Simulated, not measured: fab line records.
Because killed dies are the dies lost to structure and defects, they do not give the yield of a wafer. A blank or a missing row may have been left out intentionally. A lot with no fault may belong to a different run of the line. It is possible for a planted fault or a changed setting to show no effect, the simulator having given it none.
Chamber matching :: flow n5-finfet :: N5_BEOL_M1_PRE_CLEAN_60 on cvd-co-01 has 3 sister chambers
The step time 15 s. 3 wafers are shown with their chamber, then 12 later ones without.

WAFERS PAIRED WITH THEIR CHAMBERS
wafer: L092.4
chamber: 1
heater-power-w (W): 77

wafer: L093.1
chamber: 0
heater-power-w (W): 80

wafer: L093.4
chamber: 2
heater-power-w (W): 64

WAFERS MISSING THEIR CHAMBER
wafer: L094.1
heater-power-w (W): 80

wafer: L094.5
heater-power-w (W): 79

wafer: L094.6
heater-power-w (W): 75

wafer: L095.3
heater-power-w (W): 80

wafer: L095.4
heater-power-w (W): 78

wafer: L095.6
heater-power-w (W): 63

wafer: L096.1
heater-power-w (W): 65

wafer: L096.4
heater-power-w (W): 78

wafer: L096.5
heater-power-w (W): 63

wafer: L097.1
heater-power-w (W): 64

wafer: L097.3
heater-power-w (W): 81

wafer: L097.5
heater-power-w (W): 76

THE CHAMBER EACH PASSED THROUGH
wafer: L094.1
from the rows above: 0
in truth: 0

wafer: L094.5
from the rows above: can't be placed: 0 or 1
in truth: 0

wafer: L094.6
from the rows above: 1
in truth: 1

wafer: L095.3
from the rows above: 0
in truth: 0

wafer: L095.4
from the rows above: can't be placed: 1 or 0
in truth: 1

wafer: L095.6
from the rows above: 2
in truth: 2

wafer: L096.1
from the rows above: 2
in truth: 2

wafer: L096.4
from the rows above: can't be placed: 1 or 0
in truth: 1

wafer: L096.5
from the rows above: 2
in truth: 2

wafer: L097.1
from the rows above: 2
in truth: 2

wafer: L097.3
from the rows above: 0
in truth: 0

wafer: L097.5
from the rows above: 1
in truth: 1
Correctly placed: 9 of 12. These rows do not allow placing 3 (true chamber among the candidates in 3). 0 placed wrongly.
How it was worked out, from the rows above alone: a wafer's distance from a chamber is the root of the sum, over the readings, of the square of ((its reading less the chamber's mean) divided by the reading's scatter). If the next closest chamber is less than 2 further off than the closest, the wafer can't be placed; otherwise it belongs to the closest. For every chamber, the mean is computed from those of its wafers that are shown. The scatter: root of mean squared gap, hidden wafer to nearest shown wafer, with one shown wafer a chamber.
